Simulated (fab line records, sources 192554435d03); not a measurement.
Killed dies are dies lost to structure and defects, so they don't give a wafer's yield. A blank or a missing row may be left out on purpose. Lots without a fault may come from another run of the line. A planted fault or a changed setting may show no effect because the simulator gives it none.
A struck lot beside a sound one | flow n5_finfet | 15 steps out of a route of 1938
Sound: wafers L640.1, L640.2, L640.4. Struck: wafer L649.5. (L649.2 of the same lot was not struck and is left out.) The cause comes at the end.
At each step with rows: each side's tool, then ch and its chambers, then its first start. Under that, the readings that differ: sound wafers | struck wafers | difference of the means | sigmas: that difference in standard deviations of wafers without a fault.
alike: readings whose means differ by less than 2 such deviations, and words and numbers that are the same on both sides. not compared: withheld readings, readings that some wafer has no value for, bounds like >300 that may hide the same value, and numbers for which the record gives no deviation and whose values overlap.
The two part at a step that has a row with sigmas, a row that says differs or no value, or rows on one side only. Numbers that don't overlap but have no deviation are shown without sigmas and don't part them. A reading that every wafer of one side lacks parts them only if that side has two wafers or more.

first, 7 steps without rows for these wafers: N5_BEOL_M10_COAT_64 (time 60 s, resist thk 30 nm); N5_BEOL_M10_COAT_22 (resist thk 90 nm); N5_BEOL_M10_EBR_24; N5_BEOL_M10_SOFTBAKE_23 (time 60 s); N5_BEOL_M10_EXPOSE_25 (exposes mask V9); N5_BEOL_M10_PEB_26 (peb time 60 s); N5_BEOL_M10_DEVELOP_27 (develop time 30 s).
N5_BEOL_M10_CD_MEAS_28: target cd 70 nm.
  sound on cd_sem-02 ch 0, day 12 21:11; struck on cd_sem-02 ch 0, day 14 22:48
  alike: cd_nm
N5_BEOL_M10_OVL_MEAS_29:
  sound on overlay-01 ch 0, day 12 21:13; struck on overlay-02 ch 0, day 14 22:50
  alike: V9_OVL
N5_BEOL_M10_INSPECT_30: inspects for defects (brightfield).
  sound on defect_inspect-01, day 12 21:14; struck on defect_inspect-01, day 14 22:52
  alike: raw_defect_count
N5_BEOL_M10_DESCUM_33: chemistry O2, time 7.9 s.
  sound on rie_diel-05 ch 1,2,3, day 12 21:16; struck on rie_diel-02 ch 3, day 15 00:15
  alike: drypump_motor_current_A, oes_product_au, rf_vpp_V, showerhead_plenum_p_Torr, throttle_valve_pct
  not compared: rf_hours_counter_h
N5_BEOL_M10_ETCH_65: etches SiARC in CF4, target depth 39 nm, time 65 s.
  sound on rie_diel-05 ch 1,2,3, day 12 21:18; struck on rie_diel-02 ch 3, day 15 00:17
  alike: drypump_motor_current_A, etch_rf_on_time_s, mfc_ar_sccm, oes_product_au, rf_vpp_V, showerhead_plenum_p_Torr, throttle_valve_pct
  not compared: rf_hours_counter_h
N5_BEOL_M10_ETCH_66: etches SOC in N2/H2, target depth 120 nm, overetch 24 nm, time 180 s.
  sound on rie_diel-05 ch 1,2,3, day 12 21:21; struck on rie_diel-02 ch 3, day 15 00:20
  reading                                     | sound             | struck | difference | sigmas
  run_length_s (s)                            | 203.9 203.3 203.6 | 195.7  | -7.9       | -21
  throttle_valve_pct (%)                      | 17.53 17.31 17.97 | 18.09  | +0.49      | +2
  model.SiARC_of_BEOL_M10_COAT_64.thk_nm (nm) | 22.8 22.4 22.8    | 23     | +0         |
  alike: drypump_motor_current_A, n2_flow_sccm, oes_product_au, rf_vpp_V, showerhead_plenum_p_Torr
  not compared: rf_hours_counter_h
then, 2 steps without rows for these wafers: N5_BEOL_M10_STRIP_69 (strips in N2/H2); N5_PASSIVATION_PROBE_49.

WHERE THEY PART
Only at N5_BEOL_M10_ETCH_66, within this record.

WHY: what the simulator had put in
Process parameter drift: rie_diel-02, from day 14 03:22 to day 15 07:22, at N5_BEOL_M10_ETCH_66. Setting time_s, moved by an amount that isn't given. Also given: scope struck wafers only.
